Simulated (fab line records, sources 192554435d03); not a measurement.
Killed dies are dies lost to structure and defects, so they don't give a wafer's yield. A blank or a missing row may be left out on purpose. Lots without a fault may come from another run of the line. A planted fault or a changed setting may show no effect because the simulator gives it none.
Chamber matching | flow n5_finfet | N5_BEOL_M11_ETCH_61 on rie_diel-03: 4 sister chambers
The step etches SiARC in CF4, target depth 39 nm, time 65 s. 18 wafers are shown with their chamber, then 9 later ones without.

WAFERS WITH THEIR CHAMBER
wafer  | chamber | drypump_motor_current_A (A) | showerhead_plenum_p_Torr (Torr) | oes_product_au (a.u.)
L075.2 | 1       | 5.4                         | 2.09                            | 0.74
L075.4 | 3       | 5.1                         | 2.25                            | 0.67
L075.6 | 3       | 5.1                         | 2.25                            | 0.68
L077.1 | 2       | 6.1                         | 2.05                            | 0.62
L077.3 | 0       | 5.4                         | 2.12                            | 0.62
L077.5 | 3       | 5.1                         | 2.25                            | 0.67
L082.2 | 1       | 5.4                         | 2.09                            | 0.72
L082.3 | 3       | 5.1                         | 2.24                            | 0.67
L082.5 | 0       | 5.5                         | 2.12                            | 0.62
L083.1 | 1       | 5.4                         | 2.09                            | 0.73
L083.5 | 0       | 5.5                         | 2.12                            | 0.63
L083.6 | 1       | 5.4                         | 2.09                            | 0.73
L085.1 | 0       | 5.5                         | 2.12                            | 0.62
L085.2 | 1       | 5.4                         | 2.09                            | 0.71
L085.6 | 1       | 5.4                         | 2.09                            | 0.71
L089.1 | 0       | 5.5                         | 2.11                            | 0.61
L089.3 | 2       | 6.1                         | 2.04                            | 0.62
L089.4 | 1       | 5.4                         | 2.08                            | 0.72

SIGNATURES (means of the wafers above)
reading                  | chamber 0 | chamber 1 | chamber 2 | chamber 3 | scatter within a chamber
drypump_motor_current_A  | 5.480     | 5.400     | 6.100     | 5.100     | 0.0239
showerhead_plenum_p_Torr | 2.1180    | 2.0886    | 2.0450    | 2.2475    | 0.00456
oes_product_au           | 0.6200    | 0.7229    | 0.6200    | 0.6725    | 0.00853
Rule: a wafer's distance from a chamber is the root of the sum, over the readings, of the square of ((its reading less the chamber's mean) divided by the reading's scatter). The wafer belongs to the nearest chamber; if the next one is less than 2 further off, it can't be placed. The scatter: the root of (the sum of the squares of (reading less its chamber's mean) over the shown wafers, divided by (wafers less chambers)).

WAFERS WITHOUT THEIR CHAMBER
wafer  | drypump_motor_current_A (A) | showerhead_plenum_p_Torr (Torr) | oes_product_au (a.u.)
L092.2 | 6.2                         | 2.04                            | 0.61
L092.5 | 5.4                         | 2.08                            | 0.71
L092.6 | 5.5                         | 2.11                            | 0.61
L094.1 | 5.4                         | 2.08                            | 0.71
L094.5 | 5.1                         | 2.23                            | 0.65
L094.6 | 5.5                         | 2.11                            | 0.61
L096.1 | 5.1                         | 2.23                            | 0.64
L096.3 | 6.1                         | 2.04                            | 0.61
L096.5 | 6.1                         | 2.04                            | 0.61

WHICH CHAMBER EACH WENT THROUGH
wafer  | from the rows above | in truth
L092.2 | 2                   | 2
L092.5 | 1                   | 1
L092.6 | 0                   | 0
L094.1 | 1                   | 1
L094.5 | 3                   | 3
L094.6 | 0                   | 0
L096.1 | 3                   | 3
L096.3 | 2                   | 2
L096.5 | 2                   | 2
Placed correctly: 9 of 9. Can't be placed from these rows: 0. Placed wrongly: 0.
